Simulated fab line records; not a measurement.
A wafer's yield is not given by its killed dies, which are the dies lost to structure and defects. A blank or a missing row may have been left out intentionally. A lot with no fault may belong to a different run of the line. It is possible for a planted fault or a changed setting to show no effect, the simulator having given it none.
8D (eight disciplines) problem report, filled in by code | flow nand-harc | the parts of the form that need people (team, actions taken, sign-off) are left out

== 1. WHAT IS WRONG ==
Mean of thk-nm at NHARC_A_SOURCE_PLATE_THK_MEAS_06: 49.5 nm across 6 wafers in 2 lots; on wafers with no fault it is 199.3 nm (standard deviation 2.1). That puts it -71 standard deviations away from the usual mean.
The step: measures by ellipsometry.
First seen on wafer L133.1, day 9 15:17, on film-metro-01. The record has a number at this step for 42 wafers belonging to 14 lots. Rule for "out" (also "out of limits"): further than 4 standard deviations from the usual mean. The rest of the wafers with a number are treated as sound.

== 2. WHAT IT IS, AND WHAT IT ISN'T ==
question                    | is                           | is not
which readings at this step | thk-nm                       | -
which lots                  | L133, L134                   | L126, L128, L129, L130, L131, L132, L142, L144, L145, L146, L147, L148
which wafers of those lots  | all that have a number       | -
read on which gauges        | film-metro-01, film-metro-02 | -
when                        | from day 9 15:17             | up to then (18 sound wafers); but 18 sound wafers of L142, L144, L145, L146, L147, L148 came after

== 3. WHAT RULES OUT EACH SUSPECT ==
Counting: a tool at a process step up to the reading stays a suspect if it ran every lot that is out and no sound lot after the first of them.
- ruled out: the gauge at NHARC_A_SOURCE_PLATE_THK_MEAS_06. Those wafers that are out were read across 2 gauges (film-metro-01, film-metro-02).
- pvd-sputter-03 at NHARC_P_BONDPAD_PRE_CLEAN_26 (time 30 s): ruled out as a lasting fault. Sound lots L148 ran on it after its first lot that is out, L133 (day 9 04:45). NHARC_P_BONDPAD_PRE_CLEAN_26: start missing for some lots; hours and lot order therefore follow NHARC_A_SOURCE_PLATE_CVD_03.
- pvd-sputter-03 at NHARC_P_BONDPAD_PVD_17 (deposits TaN, target thk 5 nm, time 8.06 s): ruled out as a lasting fault. Sound lots L148 ran on it after its first lot that is out, L133 (day 9 04:45). NHARC_P_BONDPAD_PVD_17: start missing for some lots; hours and lot order therefore follow NHARC_A_SOURCE_PLATE_CVD_03.
- lpcvd-poly-04 at NHARC_A_SOURCE_PLATE_CVD_03 (deposits poly-Si, target thk 200 nm, time 4000 s): ruled out as a lasting fault. Sound lots L144, L145, L146, L147 ran on it after its first lot that is out, L133 (day 9 04:45).
Left after counting: nothing in the record.

== 4. THE CAUSE (what the simulator had put in) ==
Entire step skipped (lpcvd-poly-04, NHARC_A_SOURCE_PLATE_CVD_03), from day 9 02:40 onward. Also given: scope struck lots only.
It was ruled out by counting, in error; the rule expects a fault to strike all lots run on its tool from its start on, and this fault did not.

== 5. THE EFFECT CHAIN, in route order ==
One row per reading whose mean, taken over the struck wafers that have a number, lies over 3 standard deviations from the usual. Scope: only readings with a usual standard deviation given in the record; hours: median across lots of the time from each lot's start at the first step in this table that gives one to its start at this step; sigmas: change in usual standard deviations.
hours | step                             | reading | usual    | on struck wafers | change | sigmas
0     | NHARC_A_SOURCE_PLATE_THK_MEAS_06 | thk-nm  | 199.3 nm | 49.5             | -149.9 | -71
Readings that are blank on the struck wafers while sound wafers have them: pressure-mtorr at NHARC_A_SOURCE_PLATE_CVD_03; run-length-s at NHARC_A_SOURCE_PLATE_CVD_03; spike-tc-upper-C at NHARC_A_SOURCE_PLATE_CVD_03; zone-power-bottom-pct at NHARC_A_SOURCE_PLATE_CVD_03.

== 6. HOW IT WOULD HAVE BEEN CAUGHT EARLIER ==
The first out-of-limits reading at a measuring or inspecting step in this record came at day 9 15:17, 13 hours after the fault's start at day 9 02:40.
At NHARC_A_SOURCE_PLATE_CVD_03 the tool's readings are blank on the struck wafers, where sound wafers have them: an empty tool record is the first sign, and it was there at once.
